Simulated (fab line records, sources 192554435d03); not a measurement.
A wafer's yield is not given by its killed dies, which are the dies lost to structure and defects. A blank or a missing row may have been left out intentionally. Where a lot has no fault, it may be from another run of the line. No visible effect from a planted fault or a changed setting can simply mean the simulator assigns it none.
Split-lot study -- flow n5Finfet -- 21 wafers read from 7 lots, route of 1938 steps

## ON THE SPLIT
At N5_BEOL_M2_ETCH_70 (etches SOC in N2/H2, target depth 80 nm, overetch 24 nm, time 130 s), the setting biasW was moved away from the recipe's 150 W on 5 of the 21 wafers read, by -7.2% to +13.5%. This setting was run at the recipe's value on the other wafers.

The reading comes from the split's own step.

## THE READING
rfVppV, in V, at N5_BEOL_M2_ETCH_70 (etches SOC in N2/H2, target depth 80 nm, overetch 24 nm, time 130 s). Fault-free wafers of this fab line usually give 523.4 V, standard deviation 2.6 V.

wafer,"tool, chamber at the split","biasW as run, W",against the recipe,"rfVppV, V",against lot-mates on the recipe
L075.3,"rieDiel-02, 0",150,recipe,522.4,-
L075.4,"rieDiel-02, 3",139.2,-7.2%,503.6,-20.1
L075.5,"rieDiel-02, 0",150,recipe,525.0,-
L076.2,"rieDiel-01, 3",150,recipe,521.5,-
L076.3,"rieDiel-01, 1",150,recipe,519.9,-
L076.6,"rieDiel-01, 1",150,recipe,519.4,-
L085.2,"rieDiel-01, 2",150,recipe,524.0,-
L085.3,"rieDiel-01, 1",170.3,+13.5%,573.1,+49.1
L085.5,"rieDiel-01, 0",170.3,+13.5%,564.1,+40.1
L086.3,"rieDiel-02, 0",150,recipe,521.6,-
L086.4,"rieDiel-02, 3",150,recipe,528.2,-
L086.6,"rieDiel-02, 3",150,recipe,527.0,-
L087.1,"rieDiel-01, 3",150,recipe,521.3,-
L087.2,"rieDiel-01, 0",150,recipe,522.8,-
L087.4,"rieDiel-01, 2",150,recipe,524.0,-
L090.2,"rieDiel-02, 1",150,recipe,521.3,-
L090.4,"rieDiel-02, 0",150,recipe,523.8,-
L090.5,"rieDiel-02, 3",150,recipe,526.4,-
L096.1,"rieDiel-04, 2",143.1,-4.6%,508.6,-12.4
L096.2,"rieDiel-04, 0",150,recipe,521.0,-
L096.3,"rieDiel-04, 1",143.1,-4.6%,504.8,-16.2

FIT RESULTS
A straight line over all 21 wafers: rfVppV changes by +3.3 V for each +1% of biasW; r = +0.98; the points scatter about the line by 3 V.
The same after taking each lot's own level away (the mean of its wafers on the recipe; 21 wafers): +3.21 V for each +1%; r = +0.99; scatter 2.4 V.
That fit puts the effect of the largest move of biasW on the reading at 44 V.
Measured against the standard deviation above, the lots' own levels, which go from 520.27 to 525.60 V, span 2.1 times it.
Hence the lot-to-lot level has little effect on the slope; both slopes agree.
Check: +40 V against its lot-mates is what the line predicts for one of the wafers moved furthest among these (+13.5%) when that wafer is left out of the fit. It came out at +49.1 V against them.
Tool readings at the split's step, against how far the setting was moved: rfVppV r = +0.98.

## FURTHER SPLITS ON THESE WAFERS
These wafers also went through other splits before the reading. Each is held against what the fit with the lots' levels taken away leaves over:
other split on the same wafers,wafers away from the commonest value,r with rfVppV (lot level and that fit taken away)
N5_BEOL_M1_DESCUM_33 timeS,5,+0.12
N5_BEOL_M1_TRENCH_ETCH_37 timeS,7,+0.10

## THE WHOLE CHAIN: every reading that the file lists as answering this split, in the file's order
step,what it does,reading,change (the file's fit),r (the file's)
N5_BEOL_M2_ETCH_70,"etches SOC in N2/H2, target depth 80 nm, overetch 24 nm, time 130 s",rfVppV,+3.18 V for each +1% of the setting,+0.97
N5_BEOL_M2_ETCH_70,"etches SOC in N2/H2, target depth 80 nm, overetch 24 nm, time 130 s","SiARC_of_BEOL_M2_COAT_68.thkNm (the simulator's own value, which no gauge read)",-0.0632 nm for each +1% of the setting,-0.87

## FILE'S OWN FIT
rfVppV changes by +3.18 V for each +1% of biasW, r = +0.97.
